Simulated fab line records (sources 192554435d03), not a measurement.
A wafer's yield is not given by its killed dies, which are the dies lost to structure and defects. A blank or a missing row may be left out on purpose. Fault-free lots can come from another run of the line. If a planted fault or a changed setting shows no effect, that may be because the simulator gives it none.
Comparing a struck lot with a sound one    flow n5Finfet    37 steps out of a route of 1938
Sound: the wafers L747.3, L747.4, L747.5. Struck: wafers L761.1, L761.2 (left out: L761.3, a lot-mate that was not struck); the cause follows at the end.
Per side, at each step with rows, come the tool, then ch with its chambers, and then its first start. Under that, the readings that differ: sound wafers    struck wafers    difference of the means    sigmas: that difference in standard deviations of wafers without a fault.
alike: a reading whose means differ by less than 2 such deviations, as well as words and numbers matching on both sides. not compared: withheld readings; readings where some wafer has no value; bounds like >300 that might hide an equal value; numbers whose values overlap and for which the record gives no deviation.
A row with sigmas, a row that says differs or no value, or rows on one side alone: a step with any of these is where the two part. Numbers that have no deviation but don't overlap get no sigmas and don't part them. A reading that every wafer of one side lacks parts them only if that side has two wafers or more.

first, 9 steps without rows for these wafers: N5_BEOL_M4_ANNEAL_95 (time 240 s); N5_BEOL_M4_SPUTTER_96 (material Cu, target thk 4.5 nm, time 8.29 s); N5_BEOL_M4_ECD_50 (material Cu, target thk 300 nm); N5_BEOL_M4_ANNEAL_51 (time 90 s); N5_BEOL_M4_CMP_52 (polishes, stops on SiOC, t overpolish 6.8 s, target thk 40 nm); N5_BEOL_M4_PRE_CLEAN_60 (time 15 s); N5_BEOL_M4_CO_CAP_55 (material Co, precursor CCTBA/H2, target thk 2 nm, time 102.1 s); N5_BEOL_M4_PRE_CLEAN_56 (time 15 s); N5_BEOL_M4_DEP_57 (deposits SiCN from 3MS/NH3, target thk 8 nm, time 14 s).
N5_BEOL_M4_RC_MEAS_101:
  sound on prober-01 ch 0, day 9 11:16; struck on prober-01 ch 0, day 13 14:53
  alike: DIBL_N, DIBL_P, IOFF_N, IOFF_P, ION_N, ION_P, SS_N, SS_P, VT_N, VT_P
then, 24 steps without rows for these wafers: N5_BEOL_M5_ILD_DEP_00 (deposits SiCOH lowk from DEMS/porogen, target thk 140.64 nm, time 25.9 s); N5_BEOL_M5_CURE_79 (cures SiCOH lowk, time 240 s); N5_BEOL_M5_PECVD_70 (deposits SiO2 from TEOS/O2, target thk 16 nm, time 18 s); N5_BEOL_M5_HM_DEP_02 (deposits TiN, target thk 20 nm); N5_BEOL_M5_COAT_59 (time 60 s, resist thk 60 nm); N5_BEOL_M5_COAT_60 (time 60 s, resist thk 12 nm); N5_BEOL_M5_COAT_71 (time 60 s, resist thk 5 nm); N5_BEOL_M5_COAT_05 (resist thk 30 nm); N5_BEOL_M5_EBR_07; N5_BEOL_M5_SOFTBAKE_06 (time 60 s); N5_BEOL_M5_EXPOSE_08 (exposes mask M5, target cd 28 nm); N5_BEOL_M5_PEB_09 (peb time 60 s); N5_BEOL_M5_DEVELOP_10 (develop time 30 s); N5_BEOL_M5_DESCUM_16 (chemistry O2, time 7 s); N5_BEOL_M5_ETCH_72 (etches underlayer in N2/H2, target depth 6.5 nm, time 5.2 s); N5_BEOL_M5_ETCH_61 (etches SiARC in CF4, target depth 15.6 nm, time 26 s); N5_BEOL_M5_ETCH_62 (etches SOC in N2/H2, target depth 75 nm, overetch 15 nm, time 112.5 s); N5_BEOL_M5_STRIP_63 (strips in N2/H2); N5_BEOL_M5_STRIP_73 (strips in N2/H2); N5_BEOL_M5_STRIP_64 (strips in CF4); N5_BEOL_M5_HM_OPEN_17 (chemistry Cl2/BCl3, target TiN, target depth 20 nm, overetch 6 nm); N5_BEOL_M5_STRIP_19 (strips in O2); N5_BEOL_M5_COAT_65 (time 60 s, resist thk 60 nm); N5_BEOL_M5_COAT_66 (time 60 s, resist thk 12 nm).
N5_BEOL_M7_ALD_77: deposits TaN, target thk 2 nm, pulse time 2 s, purge time 3 s.
  sound on aldMetal-02 ch 2,3, day 10 17:32; struck on aldMetal-02 ch 1,3, day 14 14:58
reading                                 sound                 struck  difference                     sigmas
aldCycles                               40 40 40              18 18   -22                            
susceptorTempC (C)                      274.94 274.98 274.99  - -     no value on the struck wafers  
model.TaN_of_BEOL_M7_ALD_77.thkNm (nm)  2 2 2                 0.8 1   -1.1                           
  alike: heaterPowerW
-- the record jumps here: 2 days lie between the struck wafers' starts before and after (it left off in module BEOL_M7 and takes up again in module BEOL_M15, whose first step shown is number 1830 of the route) --
N5_BEOL_M15_RC_MEAS_101:
  sound on prober-01 ch 0, day 13 22:29; struck on prober-02 ch 0, day 17 02:29
reading                 sound                    struck             difference  sigmas
COMB_M7 (S/m)           1.8e-11 3.3e-11 2.5e-11  2.14e-10 3.89e-10  +2.76e-10   +50
COMB_M7_max_site (S/m)  2.6e-11 4.9e-11 3.6e-11  3.85e-10 5.33e-10  +4.22e-10   +49
SERP_M7 (ohm/um)        13.9 15.2 14.0           13.3 12.3          -1.6        -2
  alike: COMB_M10, COMB_M10_max_site, COMB_M11, COMB_M12, COMB_M13, COMB_M14, COMB_M15, COMB_M5, COMB_M6, COMB_M8, COMB_M9, SERP_M10, SERP_M11, SERP_M12, SERP_M13, SERP_M14, SERP_M5, SERP_M6, SERP_M8, SERP_M9, SERP_M9_max_site
N5_PASSIVATION_PROBE_49:
  sound on prober-02, day 14 12:22; struck on prober-01, day 17 17:59
reading                 sound     struck     difference  sigmas
killed_at_M0_to_M3      52 66 61  37 29      -27         -2
killed_at_M4_up         15 18 14  49 51      +34         +7
sort_bin_4_leakage (%)  0 0 0     2.54 3.22  +2.88       +99 or more
  alike: defectLimitedYield, killedAtContacts, killedAtFrontEnd, killedAtOther, killedDies, killedOpen, killedShort, sort_bin_5_function, sort_bin_6_memory, sortNPass, sortYieldPct

== WHERE THEY PART ==
At N5_BEOL_M7_ALD_77 first; at N5_PASSIVATION_PROBE_49 last (within this record only).

WHY: what had been put in by the simulator
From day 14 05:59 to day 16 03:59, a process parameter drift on aldMetal-02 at N5_BEOL_M7_ALD_77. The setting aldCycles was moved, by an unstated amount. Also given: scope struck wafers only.
